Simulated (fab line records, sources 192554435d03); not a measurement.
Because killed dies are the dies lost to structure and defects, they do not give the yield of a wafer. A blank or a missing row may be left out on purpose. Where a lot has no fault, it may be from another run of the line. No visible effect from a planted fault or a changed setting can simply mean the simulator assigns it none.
Matching of chambers | flow n5_finfet | N5_BEOL_M13_ETCH_67 on rie_diel-02 has 4 sister chambers
The step etches SiARC in CF4, target depth 143 nm, time 238.3 s. 8 wafers are shown with their chamber, then 8 later ones without.

## WAFERS WITH THEIR CHAMBER
wafer  | chamber | showerhead_plenum_p_Torr (Torr) | throttle_valve_pct (%)
L077.5 | 2       | 1.98                            | 15.7
L083.1 | 2       | 1.98                            | 15.7
L083.6 | 0       | 2.26                            | 15.1
L089.1 | 1       | 2.21                            | 15.6
L091.1 | 3       | 2.04                            | 16.1
L091.3 | 0       | 2.25                            | 15.2
L091.4 | 1       | 2.21                            | 15.6
L094.2 | 3       | 2.03                            | 16.1

## WAFERS WITH NO CHAMBER GIVEN
wafer  | showerhead_plenum_p_Torr (Torr) | throttle_valve_pct (%)
L094.5 | 2.03                            | 16.2
L094.6 | 2.25                            | 15.2
L093.1 | 2.25                            | 15.2
L093.2 | 1.97                            | 15.7
L093.6 | 2.03                            | 16.2
L096.1 | 2.25                            | 15.2
L096.2 | 2.03                            | 16.2
L096.6 | 2.20                            | 15.7

## WHICH CHAMBER EACH WENT THROUGH
wafer  | from the rows above | in truth
L094.5 | 3                   | 3
L094.6 | 0                   | 0
L093.1 | 0                   | 0
L093.2 | 2                   | 2
L093.6 | 3                   | 3
L096.1 | 0                   | 0
L096.2 | 3                   | 3
L096.6 | 1                   | 1
Placed correctly: 8 of 8. Number that these rows cannot place: 0. Number placed wrongly: 0.
How it was worked out, from the rows above alone: a wafer's distance from a chamber is the root of the sum, over the readings, of the square of ((its reading less the chamber's mean) divided by the reading's scatter). The wafer belongs to the nearest chamber; if the next one is less than 2 further off, it can't be placed. The mean given for a chamber averages the wafers shown for that chamber. The scatter: the root of (the sum of the squares of (reading less its chamber's mean) over the shown wafers, divided by (wafers less chambers)).
